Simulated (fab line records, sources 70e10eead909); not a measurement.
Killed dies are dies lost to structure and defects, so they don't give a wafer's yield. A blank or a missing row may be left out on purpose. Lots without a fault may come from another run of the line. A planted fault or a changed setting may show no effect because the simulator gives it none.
Which tool did it? | flow nand_harc | 11 lots, 33 wafers sampled, at 3 steps of a route of 1302

WHAT THE GAUGES READ, wafer by wafer
NHARC_P_ZERO_WELL_CD_MEAS_52: target cd 2000 nm.
lot  | measured     | on        | cd_nm (nm)
L875 | day 2 21:54  | cd_sem-03 | 1925.8 1927.0 1927.1
L885 | day 7 02:47  | cd_sem-03 | 2000.9 2002.5 2000.4
L886 | day 7 11:47  | cd_sem-02 | 2001.5 2000.7 2000.3
L887 | day 7 21:56  | cd_sem-01 | 1997.4 1997.5 1999.3
L889 | day 8 17:53  | cd_sem-02 | 2000.3 1999.9 2001.6
L890 | day 9 04:01  | cd_sem-02 | 1999.9 2000.2 1998.7
L891 | day 9 13:53  | cd_sem-01 | 1998.8 1996.6 1998.9
L892 | day 9 23:37  | cd_sem-01 | 1998.7 2001.2 2001.6
L893 | day 10 12:58 | cd_sem-03 | 1999.3 1998.9 1999.0
L894 | day 10 20:08 | cd_sem-03 | 2001.0 2000.9 2001.5
L895 | day 11 05:50 | cd_sem-02 | 1998.4 1998.7 1998.7

WHICH TOOL RAN EACH LOT (tool, then ch and the chambers of the sampled wafers, then the start)
lot  | NHARC_P_ZERO_WELL_ETCH_62                     | NHARC_P_ZERO_WELL_EXPOSE_49
L875 | rie_diel-07 ch 0,2,3, day 2 21:44 or earlier  | krf_scanner-02 ch 0, day 2 21:44
L885 | rie_diel-04 ch 0,1,3, day 7 02:38 or earlier  | krf_scanner-04 ch 0, day 7 02:38
L886 | rie_diel-12 ch 0,2,3, day 7 11:37 or earlier  | krf_scanner-03 ch 0, day 7 11:37
L887 | rie_diel-12 ch 0,1,2, day 7 21:47 or earlier  | krf_scanner-04 ch 0, day 7 21:47
L889 | rie_diel-12 ch 2,3, day 8 17:44 or earlier    | krf_scanner-02 ch 0, day 8 17:44
L890 | rie_diel-07 ch 0,3, day 9 03:52 or earlier    | krf_scanner-04 ch 0, day 9 03:52
L891 | rie_diel-12 ch 0,1,2, day 9 13:44 or earlier  | krf_scanner-02 ch 0, day 9 13:44
L892 | rie_diel-07 ch 0,2,3, day 9 23:27 or earlier  | krf_scanner-02 ch 0, day 9 23:27
L893 | rie_diel-07 ch 0,2,3, day 10 12:49 or earlier | krf_scanner-03 ch 0, day 10 12:49
L894 | rie_diel-12 ch 0,3, day 10 19:59 or earlier   | krf_scanner-02 ch 0, day 10 19:59
L895 | rie_diel-12 ch 0,1,3, day 11 05:41 or earlier | krf_scanner-04 ch 0, day 11 05:41
- NHARC_P_ZERO_WELL_ETCH_62: etches the open film in CHF3/Ar, target depth 13 nm, time 6.5 s.
- NHARC_P_ZERO_WELL_EXPOSE_49: exposes mask P HVPW, target cd 2000 nm.

THE ANSWER, worked out from the rows above alone
Rule: what is usual is taken from the lots themselves. Put in order of their means at a reading, lots are off if they are a third of the lots or fewer, leave a main group of 4 or more, and stand apart from it by a gap of 3 or more times the standard deviation of the main group's means; of several such gaps the widest counts. A main group whose means are all the same, to the digits that the tables above print for the reading, isn't used. A lot without any number at a reading at which 4 lots or more have one is off too. The other lots that the step has rows for count as sound.
Off: L875, at NHARC_P_ZERO_WELL_CD_MEAS_52 (cd_nm). The main group: mean 1999.8 nm, standard deviation 1.2.
A tool fits if, at a process step before that reading, it ran every lot that is off, and no sound lot after the first of them. The gauges at NHARC_P_ZERO_WELL_CD_MEAS_52 are tried like those tools. NHARC_P_ZERO_WELL_ETCH_62 gives no start for some lots, so the hours and the order of its lots are those of NHARC_P_ZERO_WELL_EXPOSE_49. None of those tried fits.

WHAT THE SIMULATOR HAD PUT IN
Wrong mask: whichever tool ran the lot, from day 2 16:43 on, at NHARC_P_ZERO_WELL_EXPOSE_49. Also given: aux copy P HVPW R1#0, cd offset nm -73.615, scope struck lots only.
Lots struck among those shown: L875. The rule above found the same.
